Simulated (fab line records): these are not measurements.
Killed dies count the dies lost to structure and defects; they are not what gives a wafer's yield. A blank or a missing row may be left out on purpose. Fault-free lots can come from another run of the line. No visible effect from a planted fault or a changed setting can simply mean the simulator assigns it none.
A single fault, viewed from 3 desks -- flow nand_harc -- what lay behind the numbers comes last; until then each desk has only its own

THE TOOL OWNER'S DESK: rie_si-04
The tool's own readings at NHARC_A_DECK1_JOINT_ETCHBACK_00 (etches the open film in HBr, target depth 30 nm, time 17.4 s): means of the sampled wafers that have a number, for each lot that ran on this tool. Any lot whose mean is over 4 standard deviations away from the usual mean is out of limits and marked OUT; that distance is given in the brackets.
Columns: A = bias_w at NHARC_A_DECK1_JOINT_ETCHBACK_00, usual 59.98 W; B = drypump_motor_current_A at NHARC_A_DECK1_JOINT_ETCHBACK_00, usual 5.8 A; C = oes_product_au at NHARC_A_DECK1_JOINT_ETCHBACK_00, usual 1.000 a.u.; D = rf_fwd_power_W at NHARC_A_DECK1_JOINT_ETCHBACK_00, usual 342.2 W; E = throttle_valve_pct at NHARC_A_DECK1_JOINT_ETCHBACK_00, usual 23.266 %
lot,first seen here,A,B,C,D,E
L796,day 12 13:26,59.86,5.9,0.997,342.1,23.267
L797,day 12 21:35,59.81,6.2,0.994,343.4,23.266
L802,day 15 02:35,59.91,6.0,0.839 (-15) OUT,342.8,23.261
L804,day 15 17:42,59.89,5.7,0.949 (-4.6) OUT,342.7,23.265
L809,day 17 21:19,60.05,6.0,0.992,342.6,23.273
L812,day 18 16:58,60.00,6.2,0.996,342.5,23.268
L815,day 20 10:47,59.97,5.9,1.010,341.8,23.269
L817,day 21 00:33,60.14,6.1,0.999,343.0,23.275
This desk finds L802, L804 out of limits, L802 being first, at day 15 02:35 (oes_product_au at NHARC_A_DECK1_JOINT_ETCHBACK_00). L796, L797, L809, L812, L815, L817 stayed within limits.

AT THE METROLOGY DESK
What the gauges read for every lot (on any tool): the sampled wafers with a number, averaged. Any lot whose mean is over 4 standard deviations away from the usual mean is out of limits and marked OUT; that distance is given in the brackets.
Columns: A = thk_nm at NHARC_A_ONON_D2_THK_MEAS_05, usual 996 nm
lot,first seen here,A
L795,day 12 18:27,1001
L796,day 13 14:45,1007
L797,day 14 01:19,1012
L802,day 16 02:47,987
L804,day 16 23:46,1001
L808,day 18 06:53,1002
L807,day 18 06:55,983
L809,day 18 21:33,1000
L810,day 18 21:38,981
L812,day 19 15:29,980
L813,day 20 11:52,989
L815,day 21 09:37,1006
L817,day 22 14:21,1009
Finding of this desk: none of the 13 lots has anything out of limits.

THE DEFECT DESK
Counts from the inspections along the route, per lot, as means over the sampled wafers that have a number. Any lot whose mean is over 4 standard deviations away from the usual mean is out of limits and marked OUT; that distance is given in the brackets.
Columns: A = raw_defect_count at NHARC_A_CHANNEL_FILL_D1_INSPECT_13, usual 317
lot,first seen here,A
L795,day 11 02:48,203
L796,day 12 02:25,285
L797,day 12 10:57,376
L802,day 14 15:51,387
L804,day 15 06:08,259
L808,day 16 18:23,345
L807,day 16 22:56,301
L810,day 17 10:46,285
L809,day 17 10:47,287
L812,day 18 06:19,294
L813,day 18 22:35,512
L815,day 19 23:32,323
L817,day 20 10:17,306
Finding of this desk: none of the 13 lots has anything out of limits.

ALL TOGETHER
The tool owner's desk had the chance to raise an alarm at day 15 02:35 on L802, L804.
From the metrology desk's view, nothing was out of limits.
The defect desk saw nothing out of limits.
The metrology desk holds a record of L802, L804, inside its limits.
The defect desk has L802, L804 on record, within its limits.
Of the lots named, all ran NHARC_A_DECK1_JOINT_ETCHBACK_00 on rie_si-04.

WHAT HAD BEEN PUT IN BY THE SIMULATOR
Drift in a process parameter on rie_si-04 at NHARC_A_DECK1_JOINT_ETCHBACK_00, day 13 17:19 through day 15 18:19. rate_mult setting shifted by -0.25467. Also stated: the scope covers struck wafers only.
Shown lots that were struck: L802, L804.
Hours from the fault's start to each desk's first reading out of limits: the tool owner's desk, 33.
